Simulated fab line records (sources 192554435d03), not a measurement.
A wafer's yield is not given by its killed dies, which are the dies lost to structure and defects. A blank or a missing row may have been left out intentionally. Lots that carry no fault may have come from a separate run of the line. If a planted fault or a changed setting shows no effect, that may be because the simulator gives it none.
fab line records -- flow n5_finfet
[record] lots = 7, wafers = 21
route steps=1938 shown BEOL_M0_SAQP@636 BEOL_M0_CUTY@713 BEOL_M1@768 BEOL_M2@867 BEOL_M3@938
start_h: the number of hours between the record's first day and the start of the first shown wafer of the lot -- wait_h: how many hours have passed since the lot's step before this one -- " same as the row above -- L1.1+2: a row that stands for several wafers -- - value missing, or start not given -- * or withheld: withheld -- < > ~ a bound
route shown NAME@n: a module of which the file shows steps, and the number in the route of the first -- usual: mean and standard deviation over wafers with no fault -- same: alike in all rows -- chamber/n: place in a boat -- sites: each site's reading -- _std_site: how widely they spread, as a standard deviation -- _edge_site: the outer-site mean with the inner-site mean subtracted -- radius_mm: how far each site lies from the wafer's centre -- mask NAME#n: copy n -- behind: the last tool/chamber to shape the wafer -- hold: why the lot was held/for how many hours/how that ended -- device: the transistor (n, p or np) that didn't switch -- end of line: the tests these same wafers got at the end of their route -- for a step that has no rows: nothing shown but its recipe -- killed: dies lost to structure and defects at the first sort, not the wafer's yield -- map: a wafer's dies, marking killed ones x, the rest . and places with no die _
set.NAME: the setting that was run; set.NAME@STEP: the one run at that earlier step -- model.NAME: the simulator's own value behind a step, which no gauge read
lots with deliberately changed settings; one table per step, one row per wafer
[[steps]]
[step N5_BEOL_M0_SAQP_PECVD_96]
[recipe] material = a-Si, target_thk_a = 450, temp_c = 350, precursor = SiH4/He, pressure_torr = 3, rf_w = 100, time_s = 45.2
lot.wafer,tool,chamber,start_h,wait_h,set.time_s,model.a-Si_of_BEOL_M0_SAQP_PECVD_96.thk_nm
L077.3,pecvd-04,2,127.12,0.0,38.71,38.8
L077.5,pecvd-04,0,127.12,0.0,38.71,39.4
L077.6,pecvd-04,2,127.12,0.0,45.2,45.8
L078.1,pecvd-01,0,128.72,0.0,45.2,45.2
L078.2,pecvd-01,1,128.72,0.0,45.2,44.4
L078.4,pecvd-01,1,128.72,0.0,45.2,45
L079.1,pecvd-04,0,135.14,0.0,45.2,45.6
L079.2,pecvd-04,2,135.14,0.0,45.2,45.2
L079.6,pecvd-04,1,135.14,0.0,49.37,49.4
L082.4+6,pecvd-04,"2,0",155.99,0.0,45.2,45.4
L082.5,pecvd-04,1,155.99,0.0,45.2,45
L085.2,pecvd-01,0,176.96,0.0,45.2,45.6
L085.3,pecvd-01,1,176.96,0.0,45.2,44
L085.6,pecvd-01,2,176.96,0.0,45.2,44.8
L088.3,pecvd-04,0,192.05,0.0,50.42,50
L088.4,pecvd-04,0,192.05,0.0,45.2,45.4
L088.5,pecvd-04,2,192.05,0.0,50.42,50.4
L090.4,pecvd-01,0,204.67,0.0,50.88,51.8
L090.5,pecvd-01,0,204.67,0.0,45.2,46.2
L090.6,pecvd-01,1,204.67,0.0,50.88,51
[step N5_BEOL_M0_SAQP_DEVELOP_13]
[recipe] develop_time_s = 30, developer = TMAH, resist = CAR-ArF, dev_temp_c = 23, rinse_liquid = diw, dry = air_spin
lot.wafer,tool,chamber,start_h,wait_h,set.develop_time_s
L077.3+5,litho_track-04,0,-,-,30
L077.6,litho_track-04,0,-,-,25.16
L078.1,litho_track-02,0,-,-,25.87
L078.2+4,litho_track-02,0,-,-,30
L079.1,litho_track-05,0,-,-,36.55
L079.2+6,litho_track-05,0,-,-,30
L082.4+5+6,litho_track-04,0,-,-,30
L085.2+3+6,litho_track-04,0,-,-,30
L088.3,litho_track-05,0,-,-,31.98
L088.4+5,litho_track-05,0,-,-,30
L090.4+5+6,litho_track-02,0,-,-,30
[step N5_BEOL_M0_SAQP_ETCH_101]
[recipe] chemistry = CH3F/O2, target = SiNx, mask_material = SiO2, target_depth_a = 299, time_s = 42.7, pressure_mtorr = 30, source_w = 395, bias_w = 73, Ar_flow_sccm = 150, CH3F_flow_sccm = 30, O2_flow_sccm = 20, ion_energy_ev = 120
[step N5_BEOL_M0_SAQP_ETCH_102]
[recipe] chemistry = CF4, target = SiO2, target_depth_a = 40, ion_energy_ev = 350, time_s = 4.4, pressure_mtorr = 10, icp_w = 800, bias_w = 400, cf4_flow_sccm = 80
[step N5_BEOL_M0_SAQP_MANDREL_ETCH_103]
[recipe] chemistry = HBr/Cl2, target = a-Si, target_depth_a = 450, bt_time_s = 10, stop_on = SiCN, mask_material = SiO2, over_etch_frac = 0.8, time_s = 27, pressure_mtorr = 10, icp_w = 800, bias_w = 75, HBr_flow_sccm = 150, Cl2_flow_sccm = 80, ends = end_point
lot.wafer,tool,chamber,start_h,wait_h,set.time_s@BEOL_M0_SAQP_PECVD_03,set.time_s@BEOL_M0_SAQP_PECVD_96,model.etch.depth_nm,model.SiCN_of_BEOL_M0_SAQP_PECVD_03.thk_nm
L077.3,rie_si-04,0,130.02,0.0,22.49,38.71,38.74,9.6
L077.5,rie_si-04,1,130.02,0.0,21.1,38.71,39.34,8.8
L077.6,rie_si-04,0,130.02,0.0,22.49,45.2,45.84,9.6
L078.1,rie_si-04,3,131.75,0.0,21.1,45.2,45.13,9
L078.2,rie_si-04,1,131.75,0.0,21.1,45.2,44.38,8.6
L078.4,rie_si-04,2,131.75,0.0,21.1,45.2,45.03,8.8
L079.1,rie_si-03,3,137.86,0.0,19,45.2,45.57,7.6
L079.2,rie_si-03,2,137.86,0.0,21.1,45.2,45.12,8.6
L079.6,rie_si-03,2,137.86,0.0,19,49.37,49.45,7.8
L082.4,rie_si-03,3,158.49,0.0,23.11,45.2,45.31,10.4
L082.5,rie_si-03,2,158.49,0.0,23.11,45.2,44.96,10.2
L082.6,rie_si-03,1,158.49,0.0,21.1,45.2,45.31,9.2
L085.2,rie_si-06,1,180.02,0.0,21.1,45.2,45.52,8.8
L085.3,rie_si-06,2,180.02,0.0,21.1,45.2,44.08,8.4
L085.6,rie_si-06,2,180.02,0.0,21.1,45.2,44.75,8.8
L088.3,rie_si-03,0,194.84,0.0,21.1,50.42,50.01,8.2
L088.4,rie_si-03,1,194.84,0.0,21.1,45.2,45.47,8.8
L088.5,rie_si-03,0,194.84,0.0,21.1,50.42,50.4,8.8
L090.4,rie_si-03,1,207.44,0.0,19.31,50.88,51.83,8
L090.5,rie_si-03,0,207.44,0.0,21.1,45.2,46.22,8.8
L090.6,rie_si-03,1,207.44,0.0,21.1,50.88,50.92,8.4
[step N5_BEOL_M0_SAQP_RECESS_104]
[recipe] chemistry = HF/NH3, target = SiO2, target_depth_a = 180, afs_cycles = 3, temp_c = 30, sublimation_temp_c = 180, sublimation_time_s = 60
[step N5_BEOL_M0_SAQP_COAT_105]
[recipe] resist = SOC, temp_c = 250, time_s = 60, spin_rpm = 1500, resist_thk_nm = 100
[step N5_BEOL_M0_SAQP_ETCH_106]
[recipe] chemistry = N2/H2, target = SOC, target_depth_a = 1500, stop_on = SiNx, ion_energy_ev = 100, bias_w = 61, pressure_mtorr = 30, source_w = 850, n2_flow_sccm = 200, h2_flow_sccm = 200
[step N5_BEOL_M0_SAQP_ETCH_107]
[recipe] chemistry = CH3F/O2, target = SiNx, target_depth_a = 300, mask_material = SOC, pressure_mtorr = 30, source_w = 395, bias_w = 73, Ar_flow_sccm = 150, CH3F_flow_sccm = 30, O2_flow_sccm = 20, ion_energy_ev = 120
lot.wafer,tool,chamber,start_h,wait_h,set.time_s@BEOL_M0_SAQP_PECVD_96,model.a-Si_of_BEOL_M0_SAQP_PECVD_96.thk_nm
L077.3,rie_diel-06,3,130.61,0.0,38.71,38.2
L077.5,rie_diel-06,3,130.61,0.0,38.71,38.8
L077.6,rie_diel-06,2,130.61,0.0,45.2,45.2
L078.1,rie_diel-02,0,132.49,0.0,45.2,44.6
L078.2,rie_diel-02,2,132.49,0.0,45.2,43.8
L078.4,rie_diel-02,1,132.49,0.0,45.2,44.4
L079.1,rie_diel-05,1,138.45,0.0,45.2,45
L079.2,rie_diel-05,3,138.45,0.0,45.2,44.6
L079.6,rie_diel-05,1,138.45,0.0,49.37,48.8
L082.4+6,rie_diel-02,3,159.05,0.0,45.2,44.8
L082.5,rie_diel-02,2,159.05,0.0,45.2,44.4
L085.2,rie_diel-02,1,180.73,0.0,45.2,45
L085.3,rie_diel-02,3,180.73,0.0,45.2,43.6
L085.6,rie_diel-02,2,180.73,0.0,45.2,44.2
L088.3,rie_diel-02,1,195.43,0.0,50.42,49.4
L088.4,rie_diel-02,2,195.43,0.0,45.2,45
L088.5,rie_diel-02,1,195.43,0.0,50.42,49.8
L090.4,rie_diel-06,2,208.37,0.0,50.88,51.2
L090.5,rie_diel-06,3,208.37,0.0,45.2,45.6
L090.6,rie_diel-06,0,208.37,0.0,50.88,50.4
[step N5_BEOL_M0_SAQP_STRIP_108]
[recipe] chemistry = N2/H2, power_w = 500, temp_c = 40, pressure_mtorr = 50, rf_frequency_hz = 6e+07, overash_fraction = 0.3, bias_power_w = 28, h2_frac = 0.5, n2_flow_sccm = 300, h2_flow_sccm = 300
[step N5_BEOL_M0_SAQP_RECESS_109]
[recipe] chemistry = HF/NH3, target = SiO2, target_depth_a = 30, afs_cycles = 1, temp_c = 30, sublimation_temp_c = 180, sublimation_time_s = 60
lot.wafer,tool,chamber,start_h,wait_h,set.time_s@BEOL_M0_SAQP_PECVD_03,model.SiCN_of_BEOL_M0_SAQP_PECVD_03.thk_nm
L077.3+6,vapor_etch-01,1,131.18,0.5,22.49,9.2
L077.5,vapor_etch-01,0,131.18,0.5,21.1,8.6
L078.1,vapor_etch-02,1,132.59,0.0,21.1,8.6
L078.2+4,vapor_etch-02,"0,1",132.59,0.0,21.1,8.4
L079.1,vapor_etch-02,0,138.55,0.0,19,7.2
L079.2,vapor_etch-02,1,138.55,0.0,21.1,8.4
L079.6,vapor_etch-02,1,138.55,0.0,19,7.4
L082.4,vapor_etch-02,0,159.19,0.1,23.11,10
L082.5,vapor_etch-02,0,159.19,0.1,23.11,9.8
L082.6,vapor_etch-02,1,159.19,0.1,21.1,8.8
L085.2+6,vapor_etch-02,0,180.83,0.0,21.1,8.4
L085.3,vapor_etch-02,1,180.83,0.0,21.1,8.2
L088.3,vapor_etch-01,0,195.57,0.1,21.1,8
L088.4,vapor_etch-01,1,195.57,0.1,21.1,8.4
L088.5,vapor_etch-01,0,195.57,0.1,21.1,8.6
L090.4,vapor_etch-02,0,208.51,0.1,19.31,7.6
L090.5,vapor_etch-02,0,208.51,0.1,21.1,8.6
L090.6,vapor_etch-02,1,208.51,0.1,21.1,8.2
[step N5_BEOL_M0_CUTY_ETCH_63]
[recipe] chemistry = N2/H2, target = SOC, target_depth_a = 827, overetch_a = 165, mask_material = SiARC, temp_c = 40, ion_energy_ev = 200, time_s = 124, pressure_mtorr = 30, source_w = 840, bias_w = 150, n2_flow_sccm = 200, h2_flow_sccm = 200
[usual] rf_vpp_V = 524.9/2.8
lot.wafer,tool,chamber,start_h,wait_h,set.source_w,rf_vpp_V
L077.3,rie_diel-04,0,134.54,0.0,840,528.9
L077.5,rie_diel-04,1,134.54,0.0,840,523.3
L077.6,rie_diel-04,2,134.54,0.0,840,527.8
L078.1,rie_diel-03,2,137.88,0.0,840,523.2
L078.2,rie_diel-03,1,137.88,0.0,840,528.9
L078.4,rie_diel-03,3,137.88,0.0,906.5,512.5
L079.1,rie_diel-01,0,141.92,0.0,840,525.8
L079.2,rie_diel-01,3,141.92,0.0,840,527.8
L079.6,rie_diel-01,1,141.92,0.0,888.3,510.7
L082.4,rie_diel-04,2,162.88,0.0,957,505.0
L082.5,rie_diel-04,2,162.88,0.0,840,528.1
L082.6,rie_diel-04,1,162.88,0.0,840,522.7
L085.2,rie_diel-01,3,185.13,0.0,840,527.1
L085.3,rie_diel-01,0,185.13,0.0,840,523.9
L085.6,rie_diel-01,3,185.13,0.0,840,526.8
L088.3,rie_diel-03,0,199.30,0.0,979.4,500.1
L088.4,rie_diel-03,1,199.30,0.0,979.4,500.6
L088.5,rie_diel-03,0,199.30,0.0,840,526.9
L090.4,rie_diel-03,3,213.09,0.0,840,527.0
L090.5,rie_diel-03,0,213.09,0.0,939.7,507.0
L090.6,rie_diel-03,3,213.09,0.0,939.7,505.9
[step N5_BEOL_M1_ETCH_74]
[recipe] chemistry = N2/H2, target = underlayer, target_depth_a = 65, mask_material = CAR-EUV, time_s = 5.2, ion_energy_ev = 200, pressure_mtorr = 30, source_w = 840, bias_w = 150, n2_flow_sccm = 200, h2_flow_sccm = 200, ends = cleared
[usual] rf_vpp_V = 524/3.1
lot.wafer,tool,chamber,start_h,wait_h,set.bias_w,rf_vpp_V
L077.3,rie_diel-06,0,144.08,0.0,132.9,486
L077.5,rie_diel-06,1,144.08,0.0,150,522
L077.6,rie_diel-06,0,144.08,0.0,132.9,486
L078.1,rie_diel-02,2,146.37,0.0,150,524
L078.2,rie_diel-02,0,146.37,0.0,150,521
L078.4,rie_diel-02,3,146.37,0.0,150,528
L079.1,rie_diel-02,0,151.54,0.0,150,525
L079.2,rie_diel-02,3,151.54,0.0,150,525
L079.6,rie_diel-02,2,151.54,0.0,172.5,572
L082.4,rie_diel-06,3,169.86,0.0,174.5,569
L082.5,rie_diel-06,3,169.86,0.0,150,520
L082.6,rie_diel-06,0,169.86,0.0,150,526
L085.2,rie_diel-05,0,194.53,0.0,150,525
L085.3,rie_diel-05,2,194.53,0.0,150,528
L085.6,rie_diel-05,1,194.53,0.0,150,524
L088.3,rie_diel-02,3,207.53,0.0,150,527
L088.4,rie_diel-02,2,207.53,0.0,150,525
L088.5,rie_diel-02,1,207.53,0.0,128.3,472
L090.4,rie_diel-06,2,221.99,0.0,150,527
L090.5,rie_diel-06,0,221.99,0.0,136.2,493
L090.6,rie_diel-06,3,221.99,0.0,150,522
[step N5_BEOL_M2_COAT_67]
[recipe] resist = SOC, temp_c = 250, time_s = 60, spin_rpm = 1500, resist_thk_nm = 60
lot.wafer,tool,chamber,start_h,wait_h,set.spin_rpm,model.SOC_of_BEOL_M2_COAT_67.thk_nm
L077.3+5,litho_track-02,0,152.96,0.0,1500,60
L077.6,litho_track-02,0,152.96,0.0,1500,59.8
L078.1,litho_track-04,0,160.58,0.0,1500,59.6
L078.2,litho_track-04,0,160.58,0.0,1500,59.8
L078.4,litho_track-04,0,160.58,0.0,1596,57.8
L079.1,litho_track-02,0,162.87,0.0,1500,60.2
L079.2,litho_track-02,0,162.87,0.0,1336,63.6
L079.6,litho_track-02,0,162.87,0.0,1336,63.8
L082.4,litho_track-01,0,177.99,0.0,1500,60.2
L082.5,litho_track-01,0,177.99,0.0,1666,57.2
L082.6,litho_track-01,0,177.99,0.0,1500,60
L085.2,litho_track-04,0,202.55,0.0,1500,60.2
L085.3+6,litho_track-04,0,202.55,0.0,1500,60
L088.3+4,litho_track-02,0,217.46,0.0,1500,60
L088.5,litho_track-02,0,217.46,0.0,1500,59.8
L090.4+5,litho_track-02,0,232.15,0.0,1500,59.8
L090.6,litho_track-02,0,232.15,0.0,1500,60.2
[step N5_BEOL_M2_EXPOSE_25]
[recipe] mask_id = V1, na = 0.33, source_shape = quasar, sigma_inner = 0.2, sigma_outer = 0.8, polarization = unpolarized, defocus_nm = 5, dose_mj = 63
lot.wafer,tool,chamber,start_h,wait_h,mask,set.dose_mj
L077.3+5+6,euv_scanner-02,0,153.12,-,V1#0,63
L078.1+4,euv_scanner-02,0,160.72,-,V1#0,63
L078.2,euv_scanner-02,0,160.72,-,V1#0,61.28
L079.1+2,euv_scanner-01,0,163.14,-,V1#0,63
L079.6,euv_scanner-01,0,163.14,-,V1#0,66.45
L082.4+5,euv_scanner-01,0,178.33,-,V1#0,63
L082.6,euv_scanner-01,0,178.33,-,V1#0,60.52
L085.2+3+6,euv_scanner-01,0,202.70,-,V1#0,63
L088.3+4+5,euv_scanner-02,0,217.62,-,V1#0,63
L090.4+6,euv_scanner-02,0,232.43,-,V1#0,61.08
L090.5,euv_scanner-02,0,232.43,-,V1#0,63
[step N5_BEOL_M2_PEB_26]
[recipe] peb_temp_c = 100, peb_time_s = 60, resist = CAR-EUV
[step N5_BEOL_M2_DEVELOP_27]
[recipe] develop_time_s = 30, developer = TMAH, resist = CAR-EUV, rinse_liquid = surfactant_rinse, dry = air_spin, dev_temp_c = 23
[step N5_BEOL_M2_ALD_98]
[recipe] material = SiO2, target_thk_a = 25, temp_c = 100, ald_precursor_family = BDEAS, ald_co_reactant = O2-plasma, pulse_time_s = 1, co_reactant_pulse_time_s = 1, purge_time_s = 2, co_reactant_purge_time_s = 2, ald_cycles = 17, pressure_torr = 2
[step N5_BEOL_M2_ETCHBACK_99]
[recipe] chemistry = CHF3, target = SiO2, target_depth_a = 50, time_s = 10.4, source_w = 215, bias_w = 47, Ar_flow_sccm = 200, CHF3_flow_sccm = 12, ion_energy_ev = 100, pressure_mtorr = 30
[step N5_BEOL_M2_ETCH_70]
[recipe] chemistry = N2/H2, target = SOC, target_depth_a = 800, overetch_a = 240, mask_material = SiARC, temp_c = 40, time_s = 130, ion_energy_ev = 200, pressure_mtorr = 30, source_w = 840, bias_w = 150, n2_flow_sccm = 200, h2_flow_sccm = 200
lot.wafer,tool,chamber,start_h,wait_h,set.spin_rpm@BEOL_M2_COAT_67,model.etch.depth_nm
L077.3+5,rie_diel-01,"2,3",155.75,0.0,1500,59.97
L077.6,rie_diel-01,2,155.75,0.0,1500,59.79
L078.1,rie_diel-03,3,165.40,0.0,1500,59.51
L078.2,rie_diel-03,2,165.40,0.0,1500,59.73
L078.4,rie_diel-03,1,165.40,0.0,1596,57.79
L079.1,rie_diel-01,3,165.43,0.0,1500,60.16
L079.2,rie_diel-01,2,165.43,0.0,1336,63.63
L079.6,rie_diel-01,0,165.43,0.0,1336,63.76
L082.4,rie_diel-01,0,179.06,0.0,1500,60.19
L082.5,rie_diel-01,1,179.06,0.0,1666,57.21
L082.6,rie_diel-01,0,179.06,0.0,1500,60.09
L085.2,rie_diel-03,3,207.12,0.0,1500,60.13
L085.3,rie_diel-03,0,207.12,0.0,1500,59.99
L085.6,rie_diel-03,2,207.12,0.0,1500,60.04
L088.3,rie_diel-03,2,220.22,0.0,1500,60.06
L088.4,rie_diel-03,1,220.22,0.0,1500,60.02
L088.5,rie_diel-03,3,220.22,0.0,1500,59.78
L090.4,rie_diel-01,3,234.15,0.0,1500,59.84
L090.5,rie_diel-01,1,234.15,0.0,1500,59.9
L090.6,rie_diel-01,2,234.15,0.0,1500,60.13
[step N5_BEOL_M2_STRIP_71]
[recipe] chemistry = N2/H2, temp_c = 40, n2_flow_sccm = 200, h2_flow_sccm = 200, rf_frequency_hz = 6e+07
[step N5_BEOL_M2_STRIP_78]
[recipe] chemistry = N2/H2, temp_c = 40, n2_flow_sccm = 200, h2_flow_sccm = 200, rf_frequency_hz = 6e+07
[step N5_BEOL_M2_VIA_ETCH_34]
[recipe] chemistry = C4F6/O2, target_depth_a = 694, mask_material = SOC, pressure_mtorr = 15, ion_energy_ev = 250, taper_deg = 4, time_s = 65.9, source_w = 350, bias_w = 170, Ar_flow_sccm = 300, C4F6_flow_sccm = 10, O2_flow_sccm = 10
lot.wafer,tool,chamber,start_h,wait_h,set.spin_rpm@BEOL_M2_COAT_67,model.SOC_of_BEOL_M2_COAT_67.thk_nm
L077.3,rie_diel-01,2,155.85,0.0,1500,51.8
L077.5,rie_diel-01,3,155.85,0.0,1500,52
L077.6,rie_diel-01,2,155.85,0.0,1500,51.6
L078.1,rie_diel-03,3,165.50,0.0,1500,51.6
L078.2,rie_diel-03,2,165.50,0.0,1500,51.4
L078.4,rie_diel-03,1,165.50,0.0,1596,49.2
L079.1,rie_diel-01,3,165.54,0.0,1500,52.2
L079.2,rie_diel-01,2,165.54,0.0,1336,55.4
L079.6,rie_diel-01,0,165.54,0.0,1336,55.2
L082.4,rie_diel-01,0,179.17,0.0,1500,51.6
L082.5,rie_diel-01,1,179.17,0.0,1666,49
L082.6,rie_diel-01,0,179.17,0.0,1500,51.4
L085.2,rie_diel-03,3,207.23,0.0,1500,52.4
L085.3,rie_diel-03,0,207.23,0.0,1500,52
L085.6,rie_diel-03,2,207.23,0.0,1500,51.6
L088.3,rie_diel-03,2,220.32,0.0,1500,51.6
L088.4,rie_diel-03,1,220.32,0.0,1500,51.4
L088.5,rie_diel-03,3,220.32,0.0,1500,52.2
L090.4+6,rie_diel-01,"3,2",234.26,0.0,1500,51.8
L090.5,rie_diel-01,1,234.26,0.0,1500,51.6
[step N5_BEOL_M3_COAT_05]
[recipe] resist = CAR-EUV, spin_rpm = 1500, resist_thk_nm = 30
lot.wafer,tool,chamber,start_h,wait_h,set.spin_rpm,model.CAR-EUV_of_BEOL_M3_COAT_05.thk_nm
L077.3+5,litho_track-05,0,-,-,1500,30
L077.6,litho_track-05,0,-,-,1552,29.6
L078.1+2,litho_track-03,0,-,-,1372,31.4
L078.4,litho_track-03,0,-,-,1500,30
L079.1,litho_track-03,0,-,-,1500,30.2
L079.2+6,litho_track-03,0,-,-,1543,29.6
L082.4,litho_track-05,0,-,-,1641,28.6
L082.5,litho_track-05,0,-,-,1500,30
L082.6,litho_track-05,0,-,-,1641,28.8
L085.2+3+6,litho_track-03,0,-,-,1500,30
L088.3,litho_track-03,0,-,-,1354,31.6
L088.4+5,litho_track-03,0,-,-,1500,30
L090.4,litho_track-01,0,-,-,1445,30.4
L090.5+6,litho_track-01,0,-,-,1500,30
[step N5_BEOL_M3_EBR_07]
[recipe] solvent = PGMEA, ebr_width_mm = 1.5
[step N5_BEOL_M3_SOFTBAKE_06]
[recipe] temp_c = 110, time_s = 60, resist = CAR-EUV
[step N5_BEOL_M3_EXPOSE_08]
[recipe] mask_id = M3, na = 0.33, source_shape = dipole, sigma_inner = 0.369, sigma_outer = 0.767, polarization = unpolarized, dose_mj = 33
[step N5_BEOL_M3_PEB_09]
[recipe] peb_temp_c = 100, peb_time_s = 60, resist = CAR-EUV
[step N5_BEOL_M3_DEVELOP_10]
[recipe] develop_time_s = 30, developer = TMAH, resist = CAR-EUV, rinse_liquid = surfactant_rinse, dry = air_spin, dev_temp_c = 23
lot.wafer,tool,chamber,start_h,wait_h,set.spin_rpm@BEOL_M3_COAT_05,model.CAR-EUV_of_BEOL_M3_COAT_05.thk_nm
L077.3+5,litho_track-05,0,-,-,1500,29.6
L077.6,litho_track-05,0,-,-,1552,29.2
L078.1+2,litho_track-01,0,-,-,1372,31
L078.4,litho_track-01,0,-,-,1500,29.6
L079.1,litho_track-03,0,-,-,1500,29.8
L079.2+6,litho_track-03,0,-,-,1543,29.2
L082.4+6,litho_track-05,0,-,-,1641,28.2
L082.5,litho_track-05,0,-,-,1500,29.6
L085.2+3+6,litho_track-01,0,-,-,1500,29.6
L088.3,litho_track-05,0,-,-,1354,31
L088.4+5,litho_track-05,0,-,-,1500,29.4
L090.4,litho_track-03,0,-,-,1445,30
L090.5+6,litho_track-03,0,-,-,1500,29.6
[step N5_BEOL_M3_ETCH_64]
[recipe] chemistry = N2/H2, target = SOC, target_depth_a = 750, overetch_a = 150, mask_material = SiARC, temp_c = 40, time_s = 112.5, ion_energy_ev = 200, pressure_mtorr = 30, source_w = 840, bias_w = 150, n2_flow_sccm = 200, h2_flow_sccm = 200
lot.wafer,tool,chamber,start_h,wait_h,set.time_s
L077.3+5+6,rie_diel-05,"1,2,3",161.68,0.0,121.7
L078.1,rie_diel-02,2,170.53,0.0,112.5
L078.2+4,rie_diel-02,"0,3",170.53,0.0,126.2
L079.1+2,rie_diel-06,"2,0",171.61,0.0,112.5
L079.6,rie_diel-06,1,171.61,0.0,137.2
L082.4+5+6,rie_diel-02,"3,0,1",185.71,0.0,112.5
L085.2+3+6,rie_diel-05,"0,3,0",212.66,0.0,112.5
L088.3+5,rie_diel-05,"0,1",227.78,0.0,99.85
L088.4,rie_diel-05,3,227.78,0.0,112.5
L090.4+5,rie_diel-02,"3,1",241.65,0.0,112.5
L090.6,rie_diel-02,2,241.65,0.0,129.6
[step N5_BEOL_M3_STRIP_65]
[recipe] chemistry = N2/H2, temp_c = 40, n2_flow_sccm = 200, h2_flow_sccm = 200, rf_frequency_hz = 6e+07
[step N5_BEOL_M3_STRIP_75]
[recipe] chemistry = N2/H2, temp_c = 40, n2_flow_sccm = 200, h2_flow_sccm = 200, rf_frequency_hz = 6e+07
[step N5_BEOL_M3_STRIP_66]
[recipe] chemistry = CF4, resist = SiARC, power_w = 300, bias_power_w = 75, pressure_mtorr = 50, cf4_flow_sccm = 150, rf_frequency_hz = 6e+07
[step N5_BEOL_M3_HM_OPEN_17]
[recipe] chemistry = Cl2/BCl3, target_depth_a = 200, overetch_a = 60, target = TiN, mask_material = SOC, ion_energy_ev = 150, pressure_mtorr = 10, icp_w = 1000, bias_w = 126, Cl2_flow_sccm = 53.25, bcl3_flow_sccm = 21.75, Ar_flow_sccm = 25
lot.wafer,tool,chamber,start_h,wait_h,set.time_s@BEOL_M3_ETCH_64,model.etch.depth_nm
L077.3,rie_metal-03,0,161.87,0.1,121.7,18.71
L077.5,rie_metal-03,1,161.87,0.1,121.7,18.8
L077.6,rie_metal-03,0,161.87,0.1,121.7,18.78
L078.1,rie_metal-03,0,170.70,0.0,112.5,20.17
L078.2,rie_metal-03,1,170.70,0.0,126.2,18.97
L078.4,rie_metal-03,0,170.70,0.0,126.2,19.1
L079.1,rie_metal-02,0,171.78,0.0,112.5,19.9
L079.2,rie_metal-02,0,171.78,0.0,112.5,20.07
L079.6,rie_metal-02,0,171.78,0.0,137.2,17.65
L082.4,rie_metal-01,0,185.91,0.1,112.5,20.01
L082.5,rie_metal-01,0,185.91,0.1,112.5,20.03
L082.6,rie_metal-01,1,185.91,0.1,112.5,20.12
L085.2,rie_metal-03,1,212.83,0.0,112.5,20.07
L085.3,rie_metal-03,0,212.83,0.0,112.5,20.43
L085.6,rie_metal-03,1,212.83,0.0,112.5,20.12
L088.3,rie_metal-03,0,227.98,0.1,99.85,19.99
L088.4,rie_metal-03,1,227.98,0.1,112.5,19.48
L088.5,rie_metal-03,1,227.98,0.1,99.85,20.15
L090.4,rie_metal-01,1,241.85,0.1,112.5,20.3
L090.5,rie_metal-01,0,241.85,0.1,112.5,19.81
L090.6,rie_metal-01,1,241.85,0.1,129.6,17.93
[[key]]
[split] step = N5_BEOL_M0_SAQP_PECVD_96, setting = time_s, stated = 45.2, by = wafer
[response] step = N5_BEOL_M0_SAQP_PECVD_96, reading = model.a-Si_of_BEOL_M0_SAQP_PECVD_96.thk_nm, change = +0.436, per = 1%, r = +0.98
[response] step = N5_BEOL_M0_SAQP_MANDREL_ETCH_103, reading = model.etch.depth_nm, change = +0.438, per = 1%, r = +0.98
[response] step = N5_BEOL_M0_SAQP_ETCH_107, reading = model.a-Si_of_BEOL_M0_SAQP_PECVD_96.thk_nm, change = +0.432, per = 1%, r = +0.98
[split] step = N5_BEOL_M0_SAQP_DEVELOP_13, setting = develop_time_s, stated = 30, by = wafer
response none clear
[split] step = N5_BEOL_M0_CUTY_ETCH_63, setting = source_w, stated = 840, by = wafer
[response] step = N5_BEOL_M0_CUTY_ETCH_63, reading = rf_vpp_V, change = -1.66, per = 1%, r = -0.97
[split] step = N5_BEOL_M1_ETCH_74, setting = bias_w, stated = 150, by = wafer
[response] step = N5_BEOL_M1_ETCH_74, reading = rf_vpp_V, change = +3.18, per = 1%, r = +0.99
[split] step = N5_BEOL_M2_COAT_67, setting = spin_rpm, stated = 1500, by = wafer
[response] step = N5_BEOL_M2_COAT_67, reading = model.SOC_of_BEOL_M2_COAT_67.thk_nm, change = -0.292, per = 1%, r = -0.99
[response] step = N5_BEOL_M2_ETCH_70, reading = model.etch.depth_nm, change = -0.293, per = 1%, r = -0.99
[response] step = N5_BEOL_M2_VIA_ETCH_34, reading = model.SOC_of_BEOL_M2_COAT_67.thk_nm, change = -0.27, per = 1%, r = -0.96
[split] step = N5_BEOL_M2_EXPOSE_25, setting = dose_mj, stated = 63, by = wafer
response none clear
[split] step = N5_BEOL_M3_COAT_05, setting = spin_rpm, stated = 1500, by = wafer
[response] step = N5_BEOL_M3_COAT_05, reading = model.CAR-EUV_of_BEOL_M3_COAT_05.thk_nm, change = -0.153, per = 1%, r = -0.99
[response] step = N5_BEOL_M3_DEVELOP_10, reading = model.CAR-EUV_of_BEOL_M3_COAT_05.thk_nm, change = -0.156, per = 1%, r = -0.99
[split] step = N5_BEOL_M3_ETCH_64, setting = time_s, stated = 112.5, by = wafer
[response] step = N5_BEOL_M3_HM_OPEN_17, reading = model.etch.depth_nm, change = -0.105, per = 1%, r = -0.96
split outside_this_file step=N5_BEOL_M0_SAQP_PECVD_03 setting=time_s
// split outside_this_file: this setting was split too, and the file shows its column; the key of that split is in another file
